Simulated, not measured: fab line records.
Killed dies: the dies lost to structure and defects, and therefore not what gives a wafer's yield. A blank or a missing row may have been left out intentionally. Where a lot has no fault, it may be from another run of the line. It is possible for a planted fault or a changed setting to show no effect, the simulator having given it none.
fab line records	flow n5-finfet
record: lots: 9	wafers: 27	last-day: 18
route steps=1938 shown BEOL_M4@1097 BEOL_M5@1113 PASSIVATION@1936
lots that met no fault: from a run of the same line without faults
start-h: hours from the record's opening day to when the first of the lot's shown wafers began	wait-h: how many hours have passed since the lot's step before this one	" same as the row above	L1.1+2: several wafers, shown together as one row	- no value, or no start was given	* or withheld: withheld	< > ~ a bound
route shown NAME@n: NAME is a module with steps in the file, n the number in the route of the first one	usual: mean/standard deviation of fault-free wafers	same: alike in all rows	chamber/n: place in a boat	sites: each site's reading	_std_site: their standard deviation	_edge_site: the outer-site mean with the inner-site mean subtracted	radius-mm: how far each site lies from the wafer's centre	mask NAME#n: copy n	behind: tool/chamber where the wafer was last shaped	hold: the reason the lot was held/the length of the hold in hours/how it ended	device: names the non-switching transistor (n, p or np)	end of line: the route-end tests of the same wafers	a step without rows: its recipe alone	killed: not the wafer's yield, but the dies lost to structure and defects at the first sort	map: a wafer's dies, marking killed ones x, the rest . and places with no die _
set.NAME: the setting the step ran with; set.NAME@STEP: the setting that earlier step ran with	model.NAME: the simulator's own value behind a step, which no gauge read
steps of the route over a sample of lots; a table a step, a row a wafer
services: when a tool's chamber went out of use (start-h, in hours from the record's first day, below 0 if earlier), for how many hours, and the reason
== steps ==
step: N5_BEOL_M4_ANNEAL_93
recipe: temp-c: 400	time-s: 240	ambient: vacuum
usual: heater-power-w: 822/84
lot.wafer	tool	chamber	start-h	wait-h	heater-power-w
L523.2	pvd-sputter-02	-	165.68	0.0	762
L523.3	"	-	"	"	723
L523.6	"	-	"	"	754
L524.2	pvd-sputter-02	-	180.93	0.0	955
L524.4	"	-	"	"	742
L524.6	"	-	"	"	767
L525.2	pvd-sputter-02	-	184.43	0.0	830
L525.3	"	-	"	"	762
L525.5	"	-	"	"	726
L533.2	pvd-sputter-03	-	245.18	0.0	843
L533.3	"	-	"	"	985
L533.4	"	-	"	"	1001
L535.2	pvd-sputter-01	-	249.18	0.0	825
L535.4	"	-	"	"	816
L535.6	"	-	"	"	859
L541.1	pvd-sputter-01	-	276.21	0.0	829
L541.2	"	-	"	"	877
L541.5	"	-	"	"	819
L542.2	pvd-sputter-01	-	280.23	0.1	798
L542.3	"	-	"	"	847
L542.4	"	-	"	"	819
L545.2	pvd-sputter-02	-	302.16	0.0	942
L545.3	"	-	"	"	821
L545.5	"	-	"	"	917
L544.1	pvd-sputter-02	-	308.40	0.0	750
L544.3	"	-	"	"	904
L544.5	"	-	"	"	742
step: N5_BEOL_M4_DEP_57
recipe: material: SiCN	target-thk-a: 80	temp-c: withheld	precursor: 3MS/NH3	pressure-torr: 3	rf-w: 202	time-s: 14
usual: showerhead-plenum-p-Torr: 3.666/0.018	throttle-valve-pct: 9.0/0.67
lot.wafer	tool	chamber	start-h	wait-h	showerhead-plenum-p-Torr	since-wet-clean-h	throttle-valve-pct
L523.2	pecvd-03	1	167.02	0.0	3.677	1415	8.1
L523.3	"	2	"	"	3.660	2140	9.3
L523.6	"	0	"	"	3.699	-	9.8
L524.2	pecvd-03	2	182.28	0.0	3.650	2155	9.4
L524.4	"	0	"	"	3.685	-	10.0
L524.6	"	1	"	"	3.682	-	8.4
L525.2	pecvd-02	0	185.77	0.0	3.675	890	9.7
L525.3	"	1	"	"	3.650	1615	8.9
L525.5	"	0	"	"	3.679	-	9.8
L533.2	pecvd-02	1	246.64	0.0	3.655	1676	8.9
L533.3	"	0	"	"	3.675	951	9.9
L533.4	"	1	"	"	3.646	-	9.0
L535.2	pecvd-02	2	250.52	0.0	3.648	200	8.8
L535.4	"	2	"	"	3.646	-	8.6
L535.6	"	1	"	"	3.639	-	9.0
L541.1	pecvd-04	2	277.81	0.0	3.652	409	8.4
L541.2	"	0	"	"	3.669	1163	8.9
L541.5	"	1	"	"	3.660	-	9.5
L542.2	pecvd-04	1	282.01	0.0	3.674	1892	9.3
L542.3	"	0	"	"	3.682	1167	8.9
L542.4	"	0	"	"	3.682	-	8.8
L545.2	pecvd-03	0	303.55	0.0	3.694	826	9.7
L545.3	"	2	"	"	3.650	72	8.0
L545.5	"	1	"	"	3.675	-	8.2
L544.1	pecvd-03	1	309.75	0.0	3.681	1557	8.2
L544.3	"	0	"	"	3.693	832	9.8
L544.5	"	2	"	"	3.655	-	8.1
step: N5_BEOL_M4_INSPECT_59
recipe: inspect-instrument: darkfield	mode: post-dep
usual: raw-defect-count: 76/23
lot.wafer	tool	chamber	start-h	wait-h	raw-defect-count
L523.2	defect-inspect-02	-	167.12	0.0	62
L523.3	"	-	"	"	107
L523.6	"	-	"	"	91
L524.2	defect-inspect-01	-	182.38	0.0	76
L524.4	"	-	"	"	37
L524.6	"	-	"	"	82
L525.2	defect-inspect-02	-	185.86	0.0	79
L525.3	"	-	"	"	47
L525.5	"	-	"	"	65
L533.2	defect-inspect-01	-	246.73	0.0	1158
L533.3	"	-	"	"	1127
L533.4	"	-	"	"	1210
L535.2	defect-inspect-01	-	250.61	0.0	1219
L535.4	"	-	"	"	1150
L535.6	"	-	"	"	1200
L541.1	defect-inspect-01	-	277.91	0.0	80
L541.2	"	-	"	"	64
L541.5	"	-	"	"	94
L542.2	defect-inspect-02	-	282.10	0.0	90
L542.3	"	-	"	"	99
L542.4	"	-	"	"	48
L545.2	defect-inspect-01	-	303.64	0.0	100
L545.3	"	-	"	"	63
L545.5	"	-	"	"	79
L544.1	defect-inspect-02	-	309.85	0.0	67
L544.3	"	-	"	"	69
L544.5	"	-	"	"	50
step: N5_BEOL_M4_RC_MEAS_101
usual: DIBL_N: 36.5/1.4	DIBL_P: 36.9/1.7	IOFF_N: 0.163/0.023	IOFF_P: 0.22/0.032	ION_N: 673/9	ION_P: 462/7.5	SS_N: 71.6/0.54	SS_P: 73.4/0.62	VT_N: 249.8/2.8	VT_P: -250/3.5
lot.wafer	tool	chamber	start-h	wait-h	DIBL_N[mV/V]	DIBL_P[mV/V]	IOFF_N[nA/um]	IOFF_P[nA/um]	ION_N[uA/um]	ION_P[uA/um]	SS_N[mV/dec]	SS_P[mV/dec]	VT_N[mV]	VT_P[mV]
L523.2	prober-01	0	167.30	0.2	35.0	35.9	0.143	0.21	657	457	71.2	73.6	253.3	-248
L523.3	"	0	"	"	37.3	38.7	0.184	0.26	680	468	71.9	74.2	247.2	-245
L523.6	"	0	"	"	36.1	37.2	0.163	0.23	663	460	72.0	73.8	250.5	-249
L524.2	prober-02	0	182.56	0.2	36.8	36.5	0.161	0.26	684	479	71.6	73.5	249.2	-243
L524.4	"	0	"	"	37.5	36.5	0.173	0.25	680	475	72.0	73.7	247.9	-248
L524.6	"	0	"	"	38.1	37.9	0.186	0.29	689	482	71.9	73.7	245.9	-244
L525.2	prober-01	0	186.04	0.2	36.1	37.5	0.159	0.23	674	469	71.1	73.0	248.9	-247
L525.3	"	0	"	"	37.7	39.1	0.190	0.27	678	469	71.6	73.6	249.7	-248
L525.5	"	0	"	"	35.5	36.7	0.152	0.22	677	471	71.4	73.6	253.0	-252
L533.2	prober-02	0	246.91	0.2	37.1	38.5	0.184	0.22	680	458	71.3	74.1	245.7	-253
L533.3	"	0	"	"	36.3	37.9	0.174	0.21	664	456	72.3	73.2	247.0	-251
L533.4	"	0	"	"	36.3	36.7	0.162	0.20	667	450	72.1	73.7	249.6	-253
L535.2	prober-02	0	250.79	0.2	37.1	35.0	0.147	0.18	663	447	71.5	73.0	250.5	-255
L535.4	"	0	"	"	38.6	37.5	0.184	0.22	675	455	71.8	74.8	249.4	-252
L535.6	"	0	"	"	38.2	36.8	0.174	0.20	683	454	71.9	73.5	248.8	-253
L541.1	prober-01	0	277.93	0.0	33.6	35.0	0.123	0.19	658	461	70.9	72.6	255.1	-251
L541.2	"	0	"	"	35.3	36.8	0.146	0.21	678	464	71.4	73.4	253.1	-252
L541.5	"	0	"	"	33.0	34.3	0.114	0.18	657	461	71.1	73.1	255.0	-256
L542.2	prober-02	0	282.28	0.2	37.8	39.6	0.191	0.22	679	457	71.9	74.2	247.5	-252
L542.3	"	0	"	"	35.1	36.1	0.142	0.17	671	448	71.0	73.7	251.1	-258
L542.4	"	0	"	"	34.4	35.9	0.128	0.17	656	454	70.8	73.8	255.7	-254
L545.2	prober-02	0	303.82	0.2	37.3	36.0	0.184	0.25	675	464	71.8	73.7	246.7	-246
L545.3	"	0	"	"	38.3	37.0	0.213	0.29	673	460	71.7	74.9	245.4	-246
L545.5	"	0	"	"	37.7	35.6	0.183	0.25	673	462	72.7	74.1	249.9	-247
L544.1	prober-02	0	309.87	0.0	37.4	36.8	0.154	0.21	669	464	71.8	73.0	251.2	-249
L544.3	"	0	"	"	35.0	33.4	0.117	0.16	668	456	71.4	72.8	254.7	-253
L544.5	"	0	"	"	37.4	36.2	0.156	0.20	664	455	71.9	73.4	252.8	-249
step: N5_BEOL_M5_CURE_79
recipe: temp-c: 385	time-s: 240	ambient: He/Ar	material: SiCOH_lowk
usual: lamp-power-pct: 52.31/0.053	wafer_temp_C_max: 386.4/0.48
lot.wafer	tool	chamber	start-h	wait-h	lamp-power-pct	wafer_temp_C_max
L523.2	uv-cure-01	0	168.25	0.1	52.27	385.8
L523.3	"	0	"	"	52.31	386.4
L523.6	"	0	"	"	52.33	386.2
L524.2	uv-cure-03	2	183.59	0.2	52.29	386.9
L524.4	"	2	"	"	52.38	386.8
L524.6	"	2	"	"	52.28	387.6
L525.2	uv-cure-01	2	186.99	0.1	52.31	386.2
L525.3	"	2	"	"	52.34	385.9
L525.5	"	2	"	"	52.20	386.0
L533.2	uv-cure-02	2	247.87	0.1	52.30	386.3
L533.3	"	2	"	"	52.28	386.8
L533.4	"	2	"	"	52.29	386.5
L535.2	uv-cure-01	2	251.75	0.1	52.35	386.6
L535.4	"	2	"	"	52.31	386.7
L535.6	"	2	"	"	52.34	385.9
L541.1	uv-cure-01	1	278.95	0.0	52.32	386.3
L541.2	"	1	"	"	52.26	386.5
L541.5	"	1	"	"	52.21	386.2
L542.2	uv-cure-02	2	283.23	0.1	52.37	385.7
L542.3	"	2	"	"	52.32	386.1
L542.4	"	2	"	"	52.32	386.1
L545.2	uv-cure-02	1	304.77	0.1	52.34	385.6
L545.3	"	1	"	"	52.39	385.9
L545.5	"	1	"	"	52.26	386.3
L544.1	uv-cure-03	1	310.90	0.0	52.28	386.4
L544.3	"	1	"	"	52.36	387.0
L544.5	"	1	"	"	52.32	386.3
step: N5_BEOL_M5_THK_MEAS_01
recipe: reads: SiCOH_lowk_of_BEOL_M5_ILD_DEP_00
usual: M5_ILD_THK: 121.3/1.4
lot.wafer	tool	chamber	start-h	wait-h	M5_ILD_THK[nm]
L523.2	film-metro-01	-	168.68	0.4	120.1
L523.3	"	-	"	"	121.6
L523.6	"	-	"	"	120.7
L524.2	film-metro-01	-	184.43	0.7	121.1
L524.4	"	-	"	"	122.1
L524.6	"	-	"	"	122.6
L525.2	film-metro-01	-	187.42	0.4	119.5
L525.3	"	-	"	"	121.7
L525.5	"	-	"	"	122.8
L533.2	film-metro-01	-	248.30	0.4	121.2
L533.3	"	-	"	"	120.1
L533.4	"	-	"	"	121.1
L535.2	film-metro-01	-	252.18	0.4	120.1
L535.4	"	-	"	"	122.9
L535.6	"	-	"	"	123.0
L541.1	film-metro-01	-	279.47	0.4	119.5
L541.2	"	-	"	"	120.0
L541.5	"	-	"	"	121.7
L542.2	film-metro-01	-	283.66	0.4	120.4
L542.3	"	-	"	"	121.3
L542.4	"	-	"	"	121.3
L545.2	film-metro-01	-	305.20	0.4	119.2
L545.3	"	-	"	"	118.7
L545.5	"	-	"	"	121.0
L544.1	film-metro-01	-	311.41	0.4	120.0
L544.3	"	-	"	"	121.0
L544.5	"	-	"	"	121.6
step: N5_BEOL_M5_INSPECT_13
recipe: mode: adi	inspect-instrument: brightfield
usual: raw-defect-count: 407/96
lot.wafer	tool	chamber	start-h	wait-h	raw-defect-count
L523.2	defect-inspect-01	-	169.86	0.0	317
L523.3	"	-	"	"	341
L523.6	"	-	"	"	364
L524.2	defect-inspect-02	-	186.00	0.0	398
L524.4	"	-	"	"	283
L524.6	"	-	"	"	406
L525.2	defect-inspect-02	-	188.00	0.0	477
L525.3	"	-	"	"	402
L525.5	"	-	"	"	357
L533.2	defect-inspect-01	-	250.39	0.0	1513
L533.3	"	-	"	"	1460
L533.4	"	-	"	"	1585
L535.2	defect-inspect-01	-	254.26	0.0	1716
L535.4	"	-	"	"	1581
L535.6	"	-	"	"	1582
L541.1	defect-inspect-02	-	280.96	0.1	258
L541.2	"	-	"	"	297
L541.5	"	-	"	"	320
L542.2	defect-inspect-01	-	285.04	0.0	517
L542.3	"	-	"	"	446
L542.4	"	-	"	"	381
L545.2	defect-inspect-01	-	306.54	0.0	502
L545.3	"	-	"	"	392
L545.5	"	-	"	"	389
L544.1	defect-inspect-01	-	313.50	0.1	473
L544.3	"	-	"	"	416
L544.5	"	-	"	"	432
step: N5_PASSIVATION_PROBE_49
usual: defect-limited-yield: 91.2/1.4	killed_at_M0_to_M3: 35/11	killed_at_M4_up: 12/4.2	killed-at-contacts: 13/5.6	killed-at-front-end: 40/12	killed-at-other: 3.3/2.6	killed-dies: 103/17	killed-open: 68/12	killed-short: 34/7.6	sort_bin_5_function: 5.1/0.95	sort_bin_6_memory: 3.3/0.68	sort-n-pass: 1077/17	sort-yield-pct: 91.2/1.4
same: gross-dies: 1180	killed-at-back-side: 0	sort_bin_4_leakage[%]: 0	sort_bin_8_speed[%]: 0
lot.wafer	tool	chamber	start-h	wait-h	defect-limited-yield[%]	killed_at_M0_to_M3	killed_at_M4_up	killed-at-contacts	killed-at-front-end	killed-at-other	killed-dies	killed-open	killed-short	sort_bin_5_function[%]	sort_bin_6_memory[%]	sort-n-pass	sort-yield-pct[%]
L533.2	prober-01	-	351.15	0.1	77.7	51	155	3	49	5	263	81	37	13.5	5.0	917	77.7
L533.3	prober-01	-	351.20	0.1	85.3	35	81	7	43	8	174	67	32	9.2	3.4	1006	85.3
L533.4	prober-01	-	351.25	0.2	80.0	33	147	11	41	4	236	67	28	13.1	3.6	944	80.0
L535.2	prober-01	-	351.45	0.4	84.1	29	110	17	29	3	188	54	28	9.2	3.8	992	84.1
L535.4	prober-01	-	351.55	0.5	85.6	16	119	15	19	1	170	38	25	7.0	3.9	1010	85.6
L535.6	prober-01	-	351.65	0.6	77.9	38	170	23	27	3	261	73	31	13.2	4.7	919	77.9
killed by level:class
L533.2 BEOL_M4:unspecified=143 BEOL_M0_SAQP:geometric-particle:open=14 FIN_SAQP:geometric-particle:short=13 BEOL_M2:geometric-particle:open=13 BEOL_M1:geometric-particle:open=9 FIN_SAQP:geometric-particle:open=8 STI_FIN_REVEAL:geometric-particle:open=7 BEOL_M0_SAQP:geometric-particle:short=5
L533.3 BEOL_M4:unspecified=75 FIN_SAQP:geometric-particle:open=12 STI_FIN_REVEAL:geometric-particle:open=9 BEOL_M0_SAQP:geometric-particle:open=9 FIN_SAQP:geometric-particle:short=8 BEOL_M2:geometric-particle:open=8 MIM_BOT:geometric-particle:open=6 MOL_CONTACT_COAG:geometric-particle:open=5
L533.4 BEOL_M4:unspecified=141 FIN_SAQP:geometric-particle:open=10 STI_FIN_REVEAL:geometric-particle:open=10 MOL_CONTACT_COAG:geometric-particle:open=9 FIN_SAQP:geometric-particle:short=7 BEOL_M0:geometric-particle:open=7 BEOL_M2:geometric-particle:open=6 BEOL_M1:geometric-particle:open=5
L535.2 BEOL_M4:unspecified=106 MOL_CONTACT_COAG:geometric-particle:open=15 BEOL_M0_SAQP:geometric-particle:short=9 BEOL_M0_SAQP:geometric-particle:open=9 FIN_SAQP:geometric-particle:short=7 FIN_SAQP:geometric-particle:open=6 STI_FIN_REVEAL:geometric-particle:open=6 BEOL_M2:geometric-particle:open=6
L535.4 BEOL_M4:unspecified=107 MOL_CONTACT_COAG:geometric-particle:open=12 BEOL_M5:geometric-particle:open=5 STI_FIN_REVEAL:geometric-particle:open=4 ILD0:geometric-particle:short=4 GATE_CUT:geometric-particle:short=4 BEOL_M2:geometric-particle:open=4 BEOL_M2:geometric-particle:short=3
L535.6 BEOL_M4:unspecified=157 MOL_CONTACT_COAG:geometric-particle:open=19 BEOL_M2:geometric-particle:open=10 BEOL_M0_SAQP:geometric-particle:open=8 STI_FIN_REVEAL:geometric-particle:open=7 BEOL_M0_SAQP:geometric-particle:short=7 BEOL_M4:geometric-particle:open=7 FIN_SAQP:geometric-particle:short=4
== services ==
tool	chamber	start-h	hours	kind
pecvd-04	1	147.43	2.1	scheduled-down
uv-cure-01	-	158.51	1.5	repair
uv-cure-01	-	160.61	7.5	pm
pecvd-02	0	186.26	5.5	scheduled-down
pecvd-02	1	199.61	2.1	scheduled-down
pecvd-03	2	202.38	-	clean
pecvd-03	2	202.38	-	consumable-replace:showerhead
pecvd-03	2	202.38	29.0	scheduled-down
pecvd-03	2	202.38	29.0	vent-cycle
uv-cure-03	-	207.57	2.1	pm
pecvd-02	0	210.02	2.1	scheduled-down
uv-cure-02	-	215.20	9.5	repair
pecvd-04	-	221.49	0.8	repair
pecvd-04	-	225.70	4.3	pm
pvd-sputter-01	-	281.97	1.4	repair
uv-cure-01	-	285.16	4.7	repair
uv-cure-03	-	302.98	7.5	pm
== key ==
first-sign: step: N5_BEOL_M4_INSPECT_59	reading: raw-defect-count	direction: up	sigmas: 48	usual: 76	struck: 1177
effect: step: N5_BEOL_M5_INSPECT_13	reading: raw-defect-count	direction: up	sigmas: 12	usual: 407	struck: 1573
effect: step: N5_PASSIVATION_PROBE_49	reading: killed_at_M4_up	direction: up	sigmas: 28	usual: 12	struck: 130
more-kills-born-at: N5_BEOL_M4_DEP_57@pecvd-02: 729
met-at N5_BEOL_M4_DEP_57
struck-lots L533,L535
not-acting-at N5_BEOL_M4_ANNEAL_93,N5_BEOL_M5_CURE_79,N5_BEOL_M5_THK_MEAS_01
onset-between 185.77 246.64
fault: kind: chamber-particle-source	tool: pecvd-02	chamber: -	onset-h: 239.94	steps: N5_BEOL_M4_DEP_57	rate-per-visit-cm2: 1.673	end-h: 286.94
